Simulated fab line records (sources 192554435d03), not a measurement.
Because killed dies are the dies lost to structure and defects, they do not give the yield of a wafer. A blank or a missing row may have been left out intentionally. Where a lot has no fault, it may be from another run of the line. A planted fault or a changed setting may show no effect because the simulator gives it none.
Problem report in the 8D (eight disciplines) form, filled by code    flow n5 finfet    the parts of the form that need people (team, actions taken, sign-off) are left out

## 1. WHAT WENT WRONG
Mean of run length s at N5_BEOL_M14_ETCH_59: 96.3 s across 3 wafers in 2 lots; on wafers with no fault it is 91.1 s (standard deviation 0.54). Relative to the usual mean, that is a shift of +9.6 standard deviations.
The step: etches BARC in N2/H2, target depth 89 nm, overetch 26.7 nm, time 67.9 s.
First observed at day 16 00:43: wafer L997.1, on rie diel-02. At this step, 18 wafers from 6 lots have a number in the record. By rule, "out" or "out of limits" means more than 4 standard deviations away from the usual mean. All remaining wafers that have a number are taken as sound.

## 2. WHAT IT IS, WHAT IT ISN'T
question                     is                      is not
which readings at this step  run length s            drypump motor current A, oes product au, rf vpp V, showerhead plenum p Torr, throttle valve pct
which lots                   L996, L997              L101, L102, L982, L984
which wafers of those lots   L996.1, L997.1, L997.2  L996.5, L996.6, L997.3
read on which tools          rie diel-02             rie diel-01, rie diel-03
when                         from day 16 00:43       up to then (7 sound wafers); but 8 sound wafers of L101, L102, L996 came after

## 3. WHAT RULES OUT EACH SUSPECT
Counting: any tool at a process step up to the reading remains a suspect provided it ran every lot that is out. Sound lots after the first of them don't rule it out here, since some wafers of a struck lot are sound.
- rie diel-02 at N5_BEOL_M14_DESCUM_15 (chemistry O2, time 7.9 s): kept. Every lot that is out went through it, the first being L997 (day 16 00:41); the last sound lot it ran before that was L982 (day 13 00:55).
- rie diel-02 at N5_BEOL_M14_ETCH_59 (etches BARC in N2/H2, target depth 89 nm, overetch 26.7 nm, time 67.9 s): kept. Every lot that is out went through it, the first being L997 (day 16 00:43); the last sound lot it ran before that was L982 (day 13 00:57). Its own run length s readings are out on those wafers.
Left after counting: rie diel-02 at N5_BEOL_M14_DESCUM_15, rie diel-02 at N5_BEOL_M14_ETCH_59.

## 4. THE CAUSE (what the simulator had put in)
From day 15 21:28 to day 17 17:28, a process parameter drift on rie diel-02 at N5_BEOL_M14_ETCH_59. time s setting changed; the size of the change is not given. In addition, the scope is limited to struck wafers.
2 suspects survive the count, and this tool is in that group.

## 5. THE CHAIN OF EFFECTS, in route order
Each row: a reading whose mean over the struck wafers that have a number lies more than 3 standard deviations from the usual. Only readings for which the record gives a usual standard deviation are gone through. hours: the time from each lot's start at the first step in this table that gives one to its start at this step, as a median over the lots. sigmas: the change in usual standard deviations.
hours  step                 reading       usual   on struck wafers  change  sigmas
0      N5_BEOL_M14_ETCH_59  run length s  91.1 s  96.3              +5.2    +9.6
The process steps in it:
- N5_BEOL_M14_ETCH_59: etches BARC in N2/H2, target depth 89 nm, overetch 26.7 nm, time 67.9 s.

## 6. HOW IT WOULD HAVE BEEN CAUGHT EARLIER
3 hours passed between the start of the fault at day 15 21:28 and the first reading out of limits in this record, taken at day 16 00:43.
